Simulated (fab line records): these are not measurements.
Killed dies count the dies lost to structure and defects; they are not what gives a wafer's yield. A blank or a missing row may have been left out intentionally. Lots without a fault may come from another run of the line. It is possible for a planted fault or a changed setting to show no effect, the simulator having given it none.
Chamber matching + flow nand_harc + NHARC_A_BLC_STRIP_29 on rie_diel-13 has 4 sister chambers
The step strips in CF4. 22 wafers are shown with their chamber, then 11 later ones without.

== WAFERS PAIRED WITH THEIR CHAMBERS ==
| wafer  | chamber | showerhead_plenum_p_Torr (Torr) | drypump_motor_current_A (A) | oes_product_au (a.u.) |
|--------|---------|---------------------------------|-----------------------------|-----------------------|
| L074.1 | 2       | 1.66                            | 5.8                         | 0.997                 |
| L074.2 | 1       | 1.75                            | 5.6                         | 1.001                 |
| L074.5 | 3       | 1.77                            | 5.3                         | 0.987                 |
| L081.1 | 3       | 1.77                            | 5.3                         | 0.996                 |
| L081.3 | 2       | 1.66                            | 5.8                         | 0.998                 |
| L081.6 | 3       | 1.77                            | 5.3                         | 0.981                 |
| L082.1 | 0       | 1.82                            | 5.6                         | 0.977                 |
| L082.2 | 3       | 1.77                            | 5.3                         | 1.000                 |
| L082.4 | 1       | 1.75                            | 5.6                         | 0.996                 |
| L084.4 | 0       | 1.82                            | 5.6                         | 0.982                 |
| L084.5 | 3       | 1.77                            | 5.3                         | 0.986                 |
| L084.6 | 0       | 1.82                            | 5.6                         | 0.972                 |
| L086.1 | 3       | 1.77                            | 5.3                         | 1.003                 |
| L086.3 | 2       | 1.66                            | 5.8                         | 0.996                 |
| L086.5 | 3       | 1.77                            | 5.3                         | 1.003                 |
| L088.1 | 3       | 1.77                            | 5.3                         | 0.997                 |
| L088.3 | 0       | 1.82                            | 5.6                         | 0.981                 |
| L088.5 | 2       | 1.66                            | 5.8                         | 0.993                 |
| L092.1 | 0       | 1.81                            | 5.5                         | 0.971                 |
| L092.2 | 1       | 1.75                            | 5.6                         | 1.001                 |
| L092.3 | 3       | 1.77                            | 5.3                         | 1.005                 |
| L094.2 | 3       | 1.77                            | 5.3                         | 0.994                 |

SIGNATURES (means of the wafers above)
| reading                  | chamber 0 | chamber 1 | chamber 2 | chamber 3 | scatter within a chamber |
|--------------------------|-----------|-----------|-----------|-----------|--------------------------|
| showerhead_plenum_p_Torr | 1.8180    | 1.7500    | 1.6600    | 1.7700    | 0.00211                  |
| drypump_motor_current_A  | 5.580     | 5.600     | 5.800     | 5.300     | 0.0211                   |
| oes_product_au           | 0.97660   | 0.99933   | 0.99600   | 0.99520   | 0.00637                  |
Rule: for a wafer and a chamber, the distance is found by dividing, reading by reading, the gap between the wafer's reading and the chamber's mean by the reading's scatter, squaring, summing and taking the root. If the next closest chamber is less than 2 further off than the closest, the wafer can't be placed; otherwise it belongs to the closest. The scatter: the root of (the sum of the squares of (reading less its chamber's mean) over the shown wafers, divided by (wafers less chambers)).

== WAFERS WITHOUT THEIR CHAMBER ==
| wafer  | showerhead_plenum_p_Torr (Torr) | drypump_motor_current_A (A) | oes_product_au (a.u.) |
|--------|---------------------------------|-----------------------------|-----------------------|
| L094.4 | 1.66                            | 5.8                         | 1.004                 |
| L094.5 | 1.75                            | 5.6                         | 1.003                 |
| L096.1 | 1.81                            | 5.6                         | 0.968                 |
| L096.2 | 1.75                            | 5.6                         | 0.996                 |
| L096.3 | 1.66                            | 5.8                         | 1.017                 |
| L095.3 | 1.77                            | 5.3                         | 1.008                 |
| L095.5 | 1.66                            | 5.8                         | 1.008                 |
| L095.6 | 1.77                            | 5.3                         | 1.003                 |
| L097.3 | 1.66                            | 5.8                         | 1.014                 |
| L097.4 | 1.81                            | 5.5                         | 0.980                 |
| L097.6 | 1.77                            | 5.3                         | 1.009                 |

== WHICH CHAMBER EACH ONE RAN IN ==
| wafer  | from the rows above | in truth |
|--------|---------------------|----------|
| L094.4 | 2                   | 2        |
| L094.5 | 1                   | 1        |
| L096.1 | 0                   | 0        |
| L096.2 | 1                   | 1        |
| L096.3 | 2                   | 2        |
| L095.3 | 3                   | 3        |
| L095.5 | 2                   | 2        |
| L095.6 | 3                   | 3        |
| L097.3 | 2                   | 2        |
| L097.4 | 0                   | 0        |
| L097.6 | 3                   | 3        |
11 of 11 placed correctly. Not placeable from these rows: 0. 0 placed wrongly.
